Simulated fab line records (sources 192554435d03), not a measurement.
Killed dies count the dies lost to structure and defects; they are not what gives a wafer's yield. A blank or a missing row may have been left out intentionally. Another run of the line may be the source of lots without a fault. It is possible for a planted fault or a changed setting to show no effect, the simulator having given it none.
fab line records + flow n5-finfet
record
- lots=7
- wafers=20
- last-day=17
route steps=1938 shown BEOL_M3@994 BEOL_M4@1111 PASSIVATION@1936
lots that met no fault: taken from a fault-free run of the same line
start-h: the number of hours between the record's first day and the start of the first shown wafer of the lot + wait-h: hours from the lot's prior step to this one + " same as the row above + L1.1+2: a row that stands for several wafers + - no value, or no start was given + * or withheld: withheld + < > ~ a bound
route shown NAME@n: NAME is a module with steps in the file, n the number in the route of the first one + usual: mean and standard deviation over wafers with no fault + same: alike in all rows + chamber/n: place in a boat + sites: each site's reading + _std_site: how widely they spread, as a standard deviation + _edge_site: inner sites' mean taken away from outer sites' mean + radius-mm: for every site, how far away it sits from the centre of the wafer + mask NAME#n: copy n + behind: the tool/chamber that last shaped the wafer + hold: why the lot went on hold/how many hours it stayed there/how the hold came to an end + device: names the non-switching transistor (n, p or np) + end of line: the route-end tests of the same wafers + where a step has no rows: the recipe by itself + killed: dies that structure and defects cost at the first sort, which is not the same as the wafer's yield + map: dies across one wafer; x = killed, . = not, _ = none there
set.NAME: the run value of the setting; set.NAME@STEP: its run value at that earlier step + model.NAME: the simulator's own value behind a step, which no gauge read
lots at some steps of the route; a table a step, a row a wafer
services: when a tool's chamber went out of use (start-h, in hours from the record's first day, below 0 if earlier), for how many hours, and the reason
## steps
# step N5_BEOL_M3_SPUTTER_48
# recipe
- material=Cu
- target-thk-a=45
- temp-c=-20
- chamber-pressure-pa=0.07
- power-w=withheld
- time-s=8.29
# step N5_BEOL_M3_ANNEAL_49
# recipe
- temp-c=400
- time-s=240
- ambient=vacuum
# usual
- heater-power-w=818/73
| lot.wafer | tool           | chamber | start-h | wait-h | heater-power-w |
|-----------|----------------|---------|---------|--------|----------------|
| L232.3    | pvd-sputter-03 | -       | 161.34  | 0.0    | 791            |
| L232.5    | "              | -       | "       | "      | 841            |
| L235.4    | pvd-sputter-03 | -       | 175.71  | 0.0    | 800            |
| L235.5    | "              | -       | "       | "      | 733            |
| L235.6    | "              | -       | "       | "      | 781            |
| L240.2    | pvd-sputter-01 | -       | 213.02  | 0.0    | 921            |
| L240.5    | "              | -       | "       | "      | 746            |
| L240.6    | "              | -       | "       | "      | 870            |
| L241.3    | pvd-sputter-03 | -       | 216.23  | 0.0    | 814            |
| L241.4    | "              | -       | "       | "      | 850            |
| L241.5    | "              | -       | "       | "      | 709            |
| L242.2    | pvd-sputter-03 | -       | 230.67  | 0.0    | 836            |
| L242.4    | "              | -       | "       | "      | 779            |
| L242.6    | "              | -       | "       | "      | 794            |
| L244.1    | pvd-sputter-01 | -       | 230.92  | 0.0    | 923            |
| L244.2    | "              | -       | "       | "      | 901            |
| L244.4    | "              | -       | "       | "      | 765            |
| L253.2    | pvd-sputter-02 | -       | 292.01  | 0.0    | 807            |
| L253.4    | "              | -       | "       | "      | 892            |
| L253.5    | "              | -       | "       | "      | 680            |
# step N5_BEOL_M3_SPUTTER_79
# recipe
- material=Cu
- target-thk-a=45
- temp-c=-20
- chamber-pressure-pa=0.07
- power-w=withheld
- time-s=8.29
# usual
- chamber-pressure-pa=0.07/0.00013
- chuck-gas-flow-sccm=1.27/0.06
- throttle-valve-pct=29.9/0.75
| lot.wafer | tool           | chamber | start-h | wait-h | chamber-pressure-pa | chuck-gas-flow-sccm | throttle-valve-pct |
|-----------|----------------|---------|---------|--------|---------------------|---------------------|--------------------|
| L232.3    | pvd-sputter-03 | -       | 161.48  | 0.1    | 0.06985             | 1.35                | 30.1               |
| L232.5    | "              | -       | "       | "      | 0.0697              | 1.30                | 29.1               |
| L235.4    | pvd-sputter-03 | -       | 175.85  | 0.1    | 0.06999             | 1.27                | 30.2               |
| L235.5    | "              | -       | "       | "      | 0.06987             | 1.25                | 29.8               |
| L235.6    | "              | -       | "       | "      | 0.07004             | 1.41                | 30.1               |
| L240.2    | pvd-sputter-01 | -       | 213.16  | 0.1    | 0.06995             | 1.27                | 30.5               |
| L240.5    | "              | -       | "       | "      | 0.06993             | 1.21                | 29.5               |
| L240.6    | "              | -       | "       | "      | 0.07013             | 1.20                | 30.2               |
| L241.3    | pvd-sputter-03 | -       | 216.37  | 0.1    | 0.06992             | 1.32                | 30.8               |
| L241.4    | "              | -       | "       | "      | 0.06982             | 1.19                | 29.1               |
| L241.5    | "              | -       | "       | "      | 0.07009             | 1.25                | 29.8               |
| L242.2    | pvd-sputter-03 | -       | 230.81  | 0.1    | 0.07005             | 1.29                | 28.8               |
| L242.4    | "              | -       | "       | "      | 0.06999             | 1.25                | 31.3               |
| L242.6    | "              | -       | "       | "      | 0.07001             | 1.25                | 30.9               |
| L244.1    | pvd-sputter-01 | -       | 231.06  | 0.1    | 0.06983             | 1.26                | 30.3               |
| L244.2    | "              | -       | "       | "      | 0.07                | 1.31                | 29.2               |
| L244.4    | "              | -       | "       | "      | 0.06988             | 1.21                | 29.5               |
| L253.2    | pvd-sputter-02 | -       | 292.15  | 0.1    | 0.06991             | 1.37                | 30.9               |
| L253.4    | "              | -       | "       | "      | 0.07016             | 1.20                | 29.6               |
| L253.5    | "              | -       | "       | "      | 0.07004             | 1.37                | 29.6               |
# step N5_BEOL_M3_ANNEAL_80
# recipe
- temp-c=400
- time-s=240
- ambient=vacuum
# usual
- heater-power-w=818/72
| lot.wafer | tool           | chamber | start-h | wait-h | heater-power-w |
|-----------|----------------|---------|---------|--------|----------------|
| L232.3    | pvd-sputter-03 | -       | 161.56  | 0.0    | 797            |
| L232.5    | "              | -       | "       | "      | 839            |
| L235.4    | pvd-sputter-03 | -       | 175.93  | 0.0    | 796            |
| L235.5    | "              | -       | "       | "      | 734            |
| L235.6    | "              | -       | "       | "      | 799            |
| L240.2    | pvd-sputter-01 | -       | 213.24  | 0.0    | 910            |
| L240.5    | "              | -       | "       | "      | 739            |
| L240.6    | "              | -       | "       | "      | 885            |
| L241.3    | pvd-sputter-03 | -       | 216.45  | 0.0    | 821            |
| L241.4    | "              | -       | "       | "      | 847            |
| L241.5    | "              | -       | "       | "      | 743            |
| L242.2    | pvd-sputter-03 | -       | 230.89  | 0.0    | 851            |
| L242.4    | "              | -       | "       | "      | 789            |
| L242.6    | "              | -       | "       | "      | 802            |
| L244.1    | pvd-sputter-01 | -       | 231.14  | 0.0    | 947            |
| L244.2    | "              | -       | "       | "      | 877            |
| L244.4    | "              | -       | "       | "      | 755            |
| L253.2    | pvd-sputter-02 | -       | 292.23  | 0.0    | 809            |
| L253.4    | "              | -       | "       | "      | 880            |
| L253.5    | "              | -       | "       | "      | 697            |
# step N5_BEOL_M3_SPUTTER_81
# recipe
- material=Cu
- target-thk-a=45
- temp-c=-20
- chamber-pressure-pa=0.07
- power-w=withheld
- time-s=8.29
# usual
- chamber-pressure-pa=0.07002/0.00014
- chuck-gas-flow-sccm=1.27/0.052
- throttle-valve-pct=29.9/0.77
| lot.wafer | tool           | chamber | start-h | wait-h | chamber-pressure-pa | chuck-gas-flow-sccm | throttle-valve-pct |
|-----------|----------------|---------|---------|--------|---------------------|---------------------|--------------------|
| L232.3    | pvd-sputter-03 | -       | 161.70  | 0.1    | 0.0701              | 1.36                | 30.2               |
| L232.5    | "              | -       | "       | "      | 0.07018             | 1.22                | 28.9               |
| L235.4    | pvd-sputter-03 | -       | 176.07  | 0.1    | 0.07026             | 1.39                | 30.2               |
| L235.5    | "              | -       | "       | "      | 0.06987             | 1.22                | 29.9               |
| L235.6    | "              | -       | "       | "      | 0.06997             | 1.21                | 30.1               |
| L240.2    | pvd-sputter-01 | -       | 213.38  | 0.1    | 0.07011             | 1.26                | 30.4               |
| L240.5    | "              | -       | "       | "      | 0.06992             | 1.28                | 29.4               |
| L240.6    | "              | -       | "       | "      | 0.06991             | 1.26                | 30.0               |
| L241.3    | pvd-sputter-03 | -       | 216.59  | 0.1    | 0.07002             | 1.25                | 30.8               |
| L241.4    | "              | -       | "       | "      | 0.07013             | 1.27                | 29.1               |
| L241.5    | "              | -       | "       | "      | 0.07001             | 1.28                | 29.9               |
| L242.2    | pvd-sputter-03 | -       | 231.03  | 0.1    | 0.06997             | 1.20                | 29.0               |
| L242.4    | "              | -       | "       | "      | 0.06991             | 1.24                | 31.2               |
| L242.6    | "              | -       | "       | "      | 0.07022             | 1.24                | 30.7               |
| L244.1    | pvd-sputter-01 | -       | 231.28  | 0.1    | 0.07008             | 1.30                | 30.1               |
| L244.2    | "              | -       | "       | "      | 0.06996             | 1.28                | 29.2               |
| L244.4    | "              | -       | "       | "      | 0.0701              | 1.23                | 29.7               |
| L253.2    | pvd-sputter-02 | -       | 292.37  | 0.1    | 0.06996             | 1.22                | 30.9               |
| L253.4    | "              | -       | "       | "      | 0.06993             | 1.32                | 29.6               |
| L253.5    | "              | -       | "       | "      | 0.0702              | 1.28                | 29.6               |
# step N5_BEOL_M3_ANNEAL_82
# recipe
- temp-c=400
- time-s=240
- ambient=vacuum
# step N5_BEOL_M3_SPUTTER_86
# recipe
- material=Cu
- target-thk-a=45
- temp-c=-20
- chamber-pressure-pa=0.07
- power-w=withheld
- time-s=8.29
# step N5_BEOL_M3_ANNEAL_87
# recipe
- temp-c=400
- time-s=240
- ambient=vacuum
# step N5_BEOL_M3_SPUTTER_88
# recipe
- material=Cu
- target-thk-a=45
- temp-c=-20
- chamber-pressure-pa=0.07
- power-w=withheld
- time-s=8.29
# step N5_BEOL_M3_ANNEAL_89
# recipe
- temp-c=400
- time-s=240
- ambient=vacuum
# usual
- heater-power-w=818/71
| lot.wafer | tool           | chamber | start-h | wait-h | heater-power-w |
|-----------|----------------|---------|---------|--------|----------------|
| L232.3    | pvd-sputter-03 | -       | 162.22  | 0.0    | 826            |
| L232.5    | "              | -       | "       | "      | 847            |
| L235.4    | pvd-sputter-03 | -       | 176.59  | 0.0    | 808            |
| L235.5    | "              | -       | "       | "      | 746            |
| L235.6    | "              | -       | "       | "      | 799            |
| L240.2    | pvd-sputter-01 | -       | 213.90  | 0.0    | 916            |
| L240.5    | "              | -       | "       | "      | 769            |
| L240.6    | "              | -       | "       | "      | 867            |
| L241.3    | pvd-sputter-03 | -       | 217.11  | 0.0    | 800            |
| L241.4    | "              | -       | "       | "      | 861            |
| L241.5    | "              | -       | "       | "      | 702            |
| L242.2    | pvd-sputter-03 | -       | 231.55  | 0.0    | 821            |
| L242.4    | "              | -       | "       | "      | 813            |
| L242.6    | "              | -       | "       | "      | 808            |
| L244.1    | pvd-sputter-01 | -       | 231.80  | 0.0    | 926            |
| L244.2    | "              | -       | "       | "      | 864            |
| L244.4    | "              | -       | "       | "      | 757            |
| L253.2    | pvd-sputter-02 | -       | 292.89  | 0.0    | 810            |
| L253.4    | "              | -       | "       | "      | 868            |
| L253.5    | "              | -       | "       | "      | 716            |
# step N5_BEOL_M3_SPUTTER_90
# recipe
- material=Cu
- target-thk-a=45
- temp-c=-20
- chamber-pressure-pa=0.07
- power-w=withheld
- time-s=8.29
# step N5_BEOL_M3_ANNEAL_91
# recipe
- temp-c=400
- time-s=240
- ambient=vacuum
# step N5_BEOL_M3_SPUTTER_92
# recipe
- material=Cu
- target-thk-a=45
- temp-c=-20
- chamber-pressure-pa=0.07
- power-w=withheld
- time-s=8.29
# usual
- chamber-pressure-pa=0.07/0.00016
- chuck-gas-flow-sccm=1.27/0.058
- throttle-valve-pct=29.9/0.77
| lot.wafer | tool           | chamber | start-h | wait-h | chamber-pressure-pa | chuck-gas-flow-sccm | throttle-valve-pct |
|-----------|----------------|---------|---------|--------|---------------------|---------------------|--------------------|
| L232.3    | pvd-sputter-03 | -       | 162.58  | 0.1    | 0.07009             | 1.42                | 30.4               |
| L232.5    | "              | -       | "       | "      | 0.06986             | 1.27                | 29.0               |
| L235.4    | pvd-sputter-03 | -       | 176.95  | 0.1    | 0.0699              | 1.30                | 30.3               |
| L235.5    | "              | -       | "       | "      | 0.07                | 1.30                | 30.1               |
| L235.6    | "              | -       | "       | "      | 0.07001             | 1.40                | 30.3               |
| L240.2    | pvd-sputter-01 | -       | 214.26  | 0.1    | -                   | -                   | -                  |
| L240.5    | "              | -       | "       | "      | -                   | -                   | -                  |
| L240.6    | "              | -       | "       | "      | -                   | -                   | -                  |
| L241.3    | pvd-sputter-03 | -       | 217.47  | 0.1    | -                   | -                   | -                  |
| L241.4    | "              | -       | "       | "      | -                   | -                   | -                  |
| L241.5    | "              | -       | "       | "      | -                   | -                   | -                  |
| L242.2    | pvd-sputter-03 | -       | 231.91  | 0.1    | -                   | -                   | -                  |
| L242.4    | "              | -       | "       | "      | -                   | -                   | -                  |
| L242.6    | "              | -       | "       | "      | -                   | -                   | -                  |
| L244.1    | pvd-sputter-01 | -       | 232.16  | 0.1    | 0.06988             | 1.31                | 30.3               |
| L244.2    | "              | -       | "       | "      | 0.06975             | 1.30                | 29.2               |
| L244.4    | "              | -       | "       | "      | 0.0698              | 1.29                | 29.6               |
| L253.2    | pvd-sputter-02 | -       | 293.25  | 0.1    | 0.07005             | 1.22                | 31.1               |
| L253.4    | "              | -       | "       | "      | 0.06967             | 1.29                | 29.8               |
| L253.5    | "              | -       | "       | "      | 0.07002             | 1.20                | 29.6               |
# step N5_BEOL_M3_ANNEAL_93
# recipe
- temp-c=400
- time-s=240
- ambient=vacuum
# step N5_BEOL_M4_RC_MEAS_101
# usual
- DIBL_N=37.5/2
- DIBL_P=37.5/2.5
- IOFF_N=0.18/0.042
- IOFF_P=0.24/0.046
- ION_N=677/15
- ION_P=464/9.5
- SS_N=72.0/0.76
- SS_P=73.6/0.79
- VT_N=249/3.5
- VT_P=-249/3.2
| lot.wafer | tool      | chamber | start-h | wait-h | DIBL_N[mV/V] | DIBL_P[mV/V] | IOFF_N[nA/um] | IOFF_P[nA/um] | ION_N[uA/um] | ION_P[uA/um] | SS_N[mV/dec] | SS_P[mV/dec] | VT_N[mV] | VT_P[mV] |
|-----------|-----------|---------|---------|--------|--------------|--------------|---------------|---------------|--------------|--------------|--------------|--------------|----------|----------|
| L232.3    | prober-01 | 0       | 173.87  | 0.3    | 35.2         | 35.4         | 0.14          | 0.19          | 675          | 468          | 71.8         | 73.5         | 253      | -253     |
| L232.5    | "         | 0       | "       | "      | 32.2         | 31.5         | 0.10          | 0.14          | 653          | 448          | 70.7         | 71.8         | 257      | -257     |
| L235.4    | prober-01 | 0       | 195.50  | 0.5    | 39.9         | 41.6         | 0.27          | 0.35          | 674          | 451          | 73.4         | 75.9         | 244      | -248     |
| L235.5    | "         | 0       | "       | "      | 38.8         | 38.5         | 0.25          | 0.25          | 688          | 461          | 73.1         | 73.8         | 245      | -249     |
| L235.6    | "         | 0       | "       | "      | 34.3         | 35.8         | 0.15          | 0.19          | 687          | 469          | 71.6         | 73.0         | 251      | -252     |
| L240.2    | prober-01 | 0       | 225.04  | 0.2    | 40.0         | 42.0         | 0.24          | 0.31          | 682          | 461          | 72.6         | 75.7         | 247      | -248     |
| L240.5    | "         | 0       | "       | "      | 37.6         | 39.6         | 0.19          | 0.26          | 683          | 468          | 71.8         | 73.9         | 250      | -248     |
| L240.6    | "         | 0       | "       | "      | 38.4         | 39.7         | 0.24          | 0.28          | 680          | 467          | 72.7         | 75.1         | 249      | -246     |
| L241.3    | prober-01 | 0       | 228.52  | 0.3    | 37.1         | 39.9         | 0.19          | 0.23          | 687          | 469          | 72.2         | 73.7         | 250      | -249     |
| L241.4    | "         | 0       | "       | "      | 36.6         | 39.2         | 0.17          | 0.24          | 644          | 444          | 72.4         | 75.0         | 255      | -252     |
| L241.5    | "         | 0       | "       | "      | 38.6         | 40.8         | 0.21          | 0.24          | 695          | 468          | 72.7         | 74.7         | 247      | -250     |
| L242.2    | prober-01 | 0       | 244.63  | 0.2    | 42.5         | 41.3         | 0.28          | 0.30          | 687          | 472          | 73.2         | 74.1         | 245      | -248     |
| L242.4    | "         | 0       | "       | "      | 36.1         | 35.0         | 0.14          | 0.19          | 658          | 457          | 71.3         | 73.5         | 251      | -251     |
| L242.6    | "         | 0       | "       | "      | 37.2         | 34.7         | 0.14          | 0.18          | 654          | 451          | 71.6         | 73.7         | 253      | -253     |
| L244.1    | prober-02 | 0       | 244.72  | 0.0    | 34.6         | 33.6         | 0.13          | 0.18          | 667          | 455          | 71.9         | 73.6         | 254      | -251     |
| L244.2    | "         | 0       | "       | "      | 34.9         | 34.2         | 0.15          | 0.21          | 657          | 455          | 71.8         | 72.4         | 249      | -248     |
| L244.4    | "         | 0       | "       | "      | 38.6         | 39.3         | 0.22          | 0.29          | 695          | 473          | 72.4         | 74.2         | 245      | -244     |
| L253.2    | prober-02 | 0       | 307.21  | 0.2    | 38.2         | 38.8         | 0.21          | 0.24          | 712          | 479          | 72.3         | 73.4         | 244      | -250     |
| L253.4    | "         | 0       | "       | "      | 34.5         | 35.0         | 0.14          | 0.19          | 678          | 470          | 70.9         | 72.2         | 249      | -250     |
| L253.5    | "         | 0       | "       | "      | 39.4         | 39.4         | 0.23          | 0.24          | 684          | 466          | 73.2         | 74.1         | 246      | -249     |
# step N5_PASSIVATION_PROBE_49
# usual
- defect-limited-yield=91.8/1.5
- killed_at_M0_to_M3=33/11
- killed_at_M4_up=13/5
- killed-at-contacts=11/5.6
- killed-at-front-end=36/12
- killed-at-other=3.4/2.5
- killed-dies=97/18
- killed-open=64/13
- killed-short=31/6.9
- sort_bin_4_leakage=0.01/0.048
- sort_bin_5_function=4.8/1
- sort_bin_6_memory=3.1/0.64
- sort-n-pass=1083/18
- sort-yield-pct=91.8/1.5
# same
- gross-dies=1180
- killed-at-back-side=0
- sort_bin_8_speed[%]=0
| lot.wafer | tool      | chamber | start-h | wait-h | defect-limited-yield[%] | killed_at_M0_to_M3 | killed_at_M4_up | killed-at-contacts | killed-at-front-end | killed-at-other | killed-dies | killed-open | killed-short | sort_bin_4_leakage[%] | sort_bin_5_function[%] | sort_bin_6_memory[%] | sort-n-pass | sort-yield-pct[%] |
|-----------|-----------|---------|---------|--------|-------------------------|--------------------|-----------------|--------------------|---------------------|-----------------|-------------|-------------|--------------|-----------------------|------------------------|----------------------|-------------|-------------------|
| L232.3    | prober-01 | -       | 279.30  | 0.1    | 90.3                    | 34                 | 10              | 13                 | 57                  | 0               | 114         | 80          | 33           | 0                     | 5.0                    | 4.2                  | 1066        | 90.3              |
| L232.5    | prober-01 | -       | 279.40  | 0.2    | 91.9                    | 41                 | 7               | 7                  | 38                  | 2               | 95          | 50          | 40           | 0                     | 4.7                    | 2.9                  | 1085        | 91.9              |
| L240.2    | prober-01 | -       | 325.50  | 0.1    | 90.5                    | 43                 | 16              | 15                 | 36                  | 2               | 112         | 68          | 31           | 0                     | 5.8                    | 3.3                  | 1068        | 90.5              |
| L240.5    | prober-01 | -       | 325.65  | 0.2    | 90.2                    | 39                 | 17              | 18                 | 41                  | 1               | 116         | 68          | 43           | 0                     | 5.8                    | 3.4                  | 1064        | 90.2              |
| L240.6    | prober-01 | -       | 325.70  | 0.3    | 92.0                    | 24                 | 22              | 9                  | 37                  | 2               | 94          | 64          | 24           | 0                     | 4.1                    | 3.7                  | 1086        | 92.0              |
| L241.3    | prober-01 | -       | 327.84  | 0.4    | 88.6                    | 46                 | 27              | 6                  | 47                  | 8               | 134         | 87          | 42           | 0                     | 7.1                    | 3.8                  | 1046        | 88.6              |
| L241.4    | prober-01 | -       | 327.89  | 0.5    | 91.9                    | 28                 | 17              | 11                 | 35                  | 5               | 96          | 56          | 39           | 0                     | 4.9                    | 3.1                  | 1084        | 91.9              |
| L241.5    | prober-01 | -       | 327.94  | 0.5    | 91.8                    | 36                 | 9               | 11                 | 36                  | 5               | 97          | 57          | 33           | 0                     | 4.5                    | 3.6                  | 1083        | 91.8              |
| L242.2    | prober-01 | -       | 349.08  | 0.1    | 89.5                    | 36                 | 15              | 15                 | 55                  | 3               | 124         | 74          | 44           | 0.08                  | 5.8                    | 4.3                  | 1055        | 89.4              |
| L242.4    | prober-01 | -       | 349.18  | 0.2    | 90.3                    | 50                 | 8               | 20                 | 36                  | 0               | 114         | 72          | 32           | 0                     | 5.7                    | 3.7                  | 1066        | 90.3              |
| L242.6    | prober-01 | -       | 349.28  | 0.3    | 91.8                    | 39                 | 3               | 18                 | 36                  | 1               | 97          | 64          | 25           | 0                     | 5.0                    | 2.6                  | 1083        | 91.8              |
| L244.1    | prober-02 | -       | 355.35  | 0.0    | 91.6                    | 40                 | 14              | 5                  | 37                  | 3               | 99          | 58          | 39           | 0                     | 4.6                    | 3.5                  | 1081        | 91.6              |
| L244.2    | prober-02 | -       | 355.40  | 0.1    | 90.5                    | 46                 | 17              | 12                 | 36                  | 1               | 112         | 74          | 31           | 0                     | 6.2                    | 2.8                  | 1068        | 90.5              |
| L244.4    | prober-02 | -       | 355.50  | 0.2    | 93.1                    | 35                 | 11              | 0                  | 29                  | 6               | 81          | 45          | 35           | 0                     | 3.9                    | 2.7                  | 1099        | 93.1              |
| L253.2    | prober-01 | -       | 409.50  | 0.1    | 92.1                    | 29                 | 14              | 9                  | 30                  | 11              | 93          | 60          | 32           | 0                     | 5.0                    | 2.7                  | 1087        | 92.1              |
| L253.4    | prober-01 | -       | 409.60  | 0.2    | 92.4                    | 32                 | 15              | 12                 | 25                  | 6               | 90          | 70          | 20           | 0                     | 4.5                    | 3.1                  | 1090        | 92.4              |
| L253.5    | prober-01 | -       | 409.65  | 0.2    | 91.8                    | 44                 | 10              | 8                  | 32                  | 3               | 97          | 63          | 34           | 0                     | 4.5                    | 3.6                  | 1083        | 91.8              |
# killed by level:class
L232.3 FIN_SAQP:geometric-particle:open=20 MOL_CONTACT_COAG:geometric-particle:open=10 BEOL_M3:geometric-particle:open=9 FIN_SAQP:geometric-particle:short=7 GATE_CUT:geometric-particle:short=6 BEOL_M0_SAQP:geometric-particle:open=6 STI_FIN_REVEAL:geometric-particle:open=5 DUMMY_GATE:geometric-particle:open=5
L232.5 FIN_SAQP:geometric-particle:short=16 BEOL_M0_SAQP:geometric-particle:short=11 BEOL_M3:geometric-particle:open=11 BEOL_M0_SAQP:geometric-particle:open=10 FIN_SAQP:geometric-particle:open=6 DUMMY_GATE:geometric-particle:open=4 MOL_CONTACT_COAG:geometric-particle:open=4 MOL_CONTACT_COAG:geometric-particle:short=3
L240.2 MOL_CONTACT_COAG:geometric-particle:open=12 FIN_SAQP:geometric-particle:open=11 BEOL_M3:interface-void-opened=9 BEOL_M0_SAQP:geometric-particle:open=8 BEOL_M0_SAQP:geometric-particle:short=7 BEOL_M2:geometric-particle:open=7 FIN_SAQP:geometric-particle:short=5 BEOL_M1:geometric-particle:open=5
L240.5 STI_FIN_REVEAL:geometric-particle:open=14 MOL_CONTACT_COAG:geometric-particle:open=12 BEOL_M4:geometric-particle:open=11 BEOL_M0_SAQP:geometric-particle:short=10 BEOL_M3:geometric-particle:open=8 FIN_SAQP:geometric-particle:short=7 FIN_SAQP:geometric-particle:open=6 MOL_CONTACT_COAG:geometric-particle:short=6
L240.6 DUMMY_GATE:geometric-particle:open=8 MOL_CONTACT_COAG:geometric-particle:open=8 BEOL_M4:geometric-particle:open=8 FIN_SAQP:geometric-particle:open=7 BEOL_M1:geometric-particle:open=5 BEOL_M3:geometric-particle:open=5 BEOL_M3:interface-void-opened=5 STI_FIN_REVEAL:geometric-particle:open=4
L241.3 BEOL_M3:geometric-particle:open=11 FIN_SAQP:geometric-particle:short=9 FIN_SAQP:geometric-particle:open=9 STI_FIN_REVEAL:geometric-particle:open=9 BEOL_M1:geometric-particle:open=8 BEOL_M0_SAQP:geometric-particle:open=7 BEOL_M4:geometric-particle:open=7 MOL_CONTACT_COAG:geometric-particle:open=5
L241.4 FIN_SAQP:geometric-particle:short=12 BEOL_M0_SAQP:geometric-particle:open=10 BEOL_M4:geometric-particle:open=8 STI_FIN_REVEAL:geometric-particle:open=6 MOL_CONTACT_COAG:geometric-particle:open=6 MOL_CONTACT_COAG:geometric-particle:short=5 BEOL_M0_SAQP:geometric-particle:short=5 FIN_SAQP:geometric-particle:open=4
L241.5 STI_FIN_REVEAL:geometric-particle:open=12 MOL_CONTACT_COAG:geometric-particle:open=9 BEOL_M0_SAQP:geometric-particle:open=8 BEOL_M0_SAQP:geometric-particle:short=8 BEOL_M3:interface-void-opened=7 FIN_SAQP:geometric-particle:open=5 FIN_SAQP:geometric-particle:short=5 BEOL_M1:geometric-particle:open=4
L242.2 FIN_SAQP:geometric-particle:short=18 FIN_SAQP:geometric-particle:open=12 MOL_CONTACT_COAG:geometric-particle:open=12 BEOL_M4:geometric-particle:open=11 BEOL_M2:geometric-particle:open=10 BEOL_M0_SAQP:geometric-particle:open=9 BEOL_M0_SAQP:geometric-particle:short=8 STARTING-WAFER:geometric-particle:open=6
L242.4 MOL_CONTACT_COAG:geometric-particle:open=17 BEOL_M3:geometric-particle:open=13 FIN_SAQP:geometric-particle:open=9 BEOL_M0_SAQP:geometric-particle:open=9 BEOL_M3:interface-void-opened=9 FIN_SAQP:geometric-particle:short=8 BEOL_M0_SAQP:geometric-particle:short=8 BEOL_M4:geometric-particle:open=5
L242.6 MOL_CONTACT_COAG:geometric-particle:open=12 BEOL_M1:geometric-particle:open=9 BEOL_M3:geometric-particle:open=7 FIN_SAQP:geometric-particle:open=6 MOL_CONTACT_COAG:geometric-particle:short=6 BEOL_M3:interface-void-opened=6 BEOL_M0_SAQP:geometric-particle:open=5 DUMMY_GATE:geometric-particle:open=5
L244.1 BEOL_M0_SAQP:geometric-particle:short=14 STI_FIN_REVEAL:geometric-particle:open=9 BEOL_M0_SAQP:geometric-particle:open=9 STARTING-WAFER:geometric-particle:open=7 DUMMY_GATE:geometric-particle:short=5 BEOL_M8:geometric-particle:open=4 GATE_CUT:geometric-particle:short=4 BEOL_M0:geometric-particle:short=4
L244.2 STI_FIN_REVEAL:geometric-particle:open=16 MOL_CONTACT_COAG:geometric-particle:open=11 BEOL_M0_SAQP:geometric-particle:short=10 BEOL_M3:geometric-particle:open=7 BEOL_M6:geometric-particle:open=6 BEOL_M0_SAQP:geometric-particle:open=6 BEOL_M2:geometric-particle:open=6 BEOL_M0:geometric-particle:short=5
L244.4 BEOL_M2:geometric-particle:open=10 STI_FIN_REVEAL:geometric-particle:open=6 BEOL_M0_SAQP:geometric-particle:short=6 BEOL_M0:geometric-particle:short=6 FIN_SAQP:geometric-particle:short=5 BEOL_M0_SAQP:geometric-particle:open=5 BEOL_M4:geometric-particle:open=5 BEOL_M2:geometric-particle:short=4
L253.2 FIN_SAQP:geometric-particle:short=9 MOL_CONTACT_COAG:geometric-particle:open=7 BEOL_M0_SAQP:geometric-particle:short=7 BEOL_M2:geometric-particle:open=7 BEOL_M0_SAQP:geometric-particle:open=6 FIN_SAQP:geometric-particle:open=5 BEOL_M4:geometric-particle:open=5 BEOL_M5:geometric-particle:open=5
L253.4 MOL_CONTACT_COAG:geometric-particle:open=10 BEOL_M2:geometric-particle:open=10 FIN_SAQP:geometric-particle:open=6 BEOL_M5:geometric-particle:open=6 BEOL_M0_SAQP:geometric-particle:short=6 BEOL_M3:geometric-particle:open=5 STI_FIN_REVEAL:geometric-particle:open=4 BEOL_M0_SAQP:geometric-particle:open=4
L253.5 BEOL_M3:geometric-particle:open=13 BEOL_M0_SAQP:geometric-particle:short=9 FIN_SAQP:geometric-particle:open=8 FIN_SAQP:geometric-particle:short=8 MOL_CONTACT_COAG:geometric-particle:open=7 BEOL_M0_SAQP:geometric-particle:open=7 DUMMY_GATE:geometric-particle:open=5 BEOL_M2:geometric-particle:open=5
## services
| tool           | chamber | start-h | hours | kind   |
|----------------|---------|---------|-------|--------|
| pvd-sputter-01 | -       | 252.79  | 1.5   | repair |
## key
first-sign
- step=N5_BEOL_M3_SPUTTER_92
- reading=tool-record
- direction=missing
effect none on later readings
met-at N5_BEOL_M3_SPUTTER_92
struck-wafers L240.2,L240.5,L240.6,L241.3,L241.4,L241.5,L242.2,L242.4,L242.6
onset-between 176.95 214.26
fault
- kind=skipped-step-whole
- tool=pvd-sputter-01,pvd-sputter-03
- chamber=-
- onset-h=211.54
- steps=N5_BEOL_M3_SPUTTER_92
- scope=struck-lots-only
